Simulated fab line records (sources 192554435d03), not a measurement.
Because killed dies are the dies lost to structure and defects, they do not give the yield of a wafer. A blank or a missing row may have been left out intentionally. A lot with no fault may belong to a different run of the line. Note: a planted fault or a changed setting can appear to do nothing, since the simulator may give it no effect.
Chamber matching / flow n5-finfet / rie-diel-04 running N5_BEOL_M11_STRIP_19: 4 sister chambers
The step strips in O2. 7 wafers are shown with their chamber, then 7 later ones without.

WAFERS WITH THEIR CHAMBER
wafer=L074.2; chamber=2; showerhead-plenum-p-Torr (Torr)=2.16; throttle-valve-pct (%)=16.98
wafer=L084.3; chamber=1; showerhead-plenum-p-Torr (Torr)=2.03; throttle-valve-pct (%)=16.40
wafer=L084.6; chamber=0; showerhead-plenum-p-Torr (Torr)=2.13; throttle-valve-pct (%)=16.41
wafer=L087.3; chamber=0; showerhead-plenum-p-Torr (Torr)=2.13; throttle-valve-pct (%)=16.42
wafer=L087.5; chamber=3; showerhead-plenum-p-Torr (Torr)=1.99; throttle-valve-pct (%)=16.82
wafer=L090.3; chamber=1; showerhead-plenum-p-Torr (Torr)=2.03; throttle-valve-pct (%)=16.44
wafer=L090.5; chamber=3; showerhead-plenum-p-Torr (Torr)=1.98; throttle-valve-pct (%)=16.85

WAFERS WHOSE CHAMBER IS MISSING
wafer=L090.6; showerhead-plenum-p-Torr (Torr)=2.15; throttle-valve-pct (%)=16.57
wafer=L088.2; showerhead-plenum-p-Torr (Torr)=1.98; throttle-valve-pct (%)=16.86
wafer=L088.3; showerhead-plenum-p-Torr (Torr)=2.03; throttle-valve-pct (%)=16.44
wafer=L088.5; showerhead-plenum-p-Torr (Torr)=2.03; throttle-valve-pct (%)=16.45
wafer=L093.1; showerhead-plenum-p-Torr (Torr)=2.15; throttle-valve-pct (%)=16.57
wafer=L093.3; showerhead-plenum-p-Torr (Torr)=2.03; throttle-valve-pct (%)=16.45
wafer=L093.6; showerhead-plenum-p-Torr (Torr)=2.12; throttle-valve-pct (%)=16.46

EACH ONE'S CHAMBER
wafer=L090.6; from the rows above=0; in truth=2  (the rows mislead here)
wafer=L088.2; from the rows above=3; in truth=3
wafer=L088.3; from the rows above=1; in truth=1
wafer=L088.5; from the rows above=1; in truth=1
wafer=L093.1; from the rows above=0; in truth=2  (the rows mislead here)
wafer=L093.3; from the rows above=1; in truth=1
wafer=L093.6; from the rows above=0; in truth=0
Correctly placed: 5 of 7. Number that these rows cannot place: 0. 2 placed wrongly.
How it was worked out, from the rows above alone: a wafer's distance from a chamber is the root of the sum, over the readings, of the square of ((its reading less the chamber's mean) divided by the reading's scatter). The wafer belongs to the nearest chamber; if the next one is less than 2 further off, it can't be placed. A chamber's mean is the mean of its shown wafers. The scatter: the root of (the sum of the squares of (reading less its chamber's mean) over the shown wafers, divided by (wafers less chambers)).
